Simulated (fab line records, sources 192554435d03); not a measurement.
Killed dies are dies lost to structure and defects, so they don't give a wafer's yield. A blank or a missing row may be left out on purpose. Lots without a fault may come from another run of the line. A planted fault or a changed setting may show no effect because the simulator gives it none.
Chamber matching | flow n5_finfet | N5_BEOL_M5_PRE_CLEAN_77 on cvd_co-02: 3 sister chambers
The step time 15 s. 24 wafers are shown with their chamber, then 12 later ones without.

WAFERS WITH THEIR CHAMBER
wafer  | chamber | heater_power_w (W)
L074.2 | 1       | 79
L074.3 | 0       | 68
L074.4 | 2       | 96
L075.1 | 0       | 71
L075.2 | 2       | 96
L075.5 | 0       | 70
L077.3 | 2       | 96
L077.5 | 2       | 98
L077.6 | 0       | 70
L080.2 | 2       | 99
L080.5 | 1       | 81
L080.6 | 2       | 98
L081.1 | 0       | 73
L081.2 | 1       | 79
L081.3 | 2       | 96
L084.1 | 0       | 74
L084.3 | 1       | 82
L084.6 | 2       | 99
L085.2 | 1       | 82
L085.5 | 0       | 73
L085.6 | 1       | 82
L090.1 | 1       | 82
L090.2 | 2       | 97
L090.3 | 0       | 72

SIGNATURES (means of the wafers above)
reading        | chamber 0 | chamber 1 | chamber 2 | scatter within a chamber
heater_power_w | 71.38     | 81.00     | 97.22     | 1.6
Rule: a wafer's distance from a chamber is the root of the sum, over the readings, of the square of ((its reading less the chamber's mean) divided by the reading's scatter). The wafer belongs to the nearest chamber; if the next one is less than 2 further off, it can't be placed. The scatter: the root of (the sum of the squares of (reading less its chamber's mean) over the shown wafers, divided by (wafers less chambers)).

WAFERS WITHOUT THEIR CHAMBER
wafer  | heater_power_w (W)
L092.4 | 100
L092.5 | 70
L092.6 | 80
L093.1 | 97
L093.4 | 81
L093.6 | 72
L094.1 | 80
L094.2 | 99
L094.3 | 71
L096.1 | 99
L096.3 | 81
L096.4 | 97

WHICH CHAMBER EACH WENT THROUGH
wafer  | from the rows above | in truth
L092.4 | 2                   | 2
L092.5 | 0                   | 0
L092.6 | 1                   | 1
L093.1 | 2                   | 2
L093.4 | 1                   | 1
L093.6 | 0                   | 0
L094.1 | 1                   | 1
L094.2 | 2                   | 2
L094.3 | 0                   | 0
L096.1 | 2                   | 2
L096.3 | 1                   | 1
L096.4 | 2                   | 2
Placed correctly: 12 of 12. Can't be placed from these rows: 0. Placed wrongly: 0.
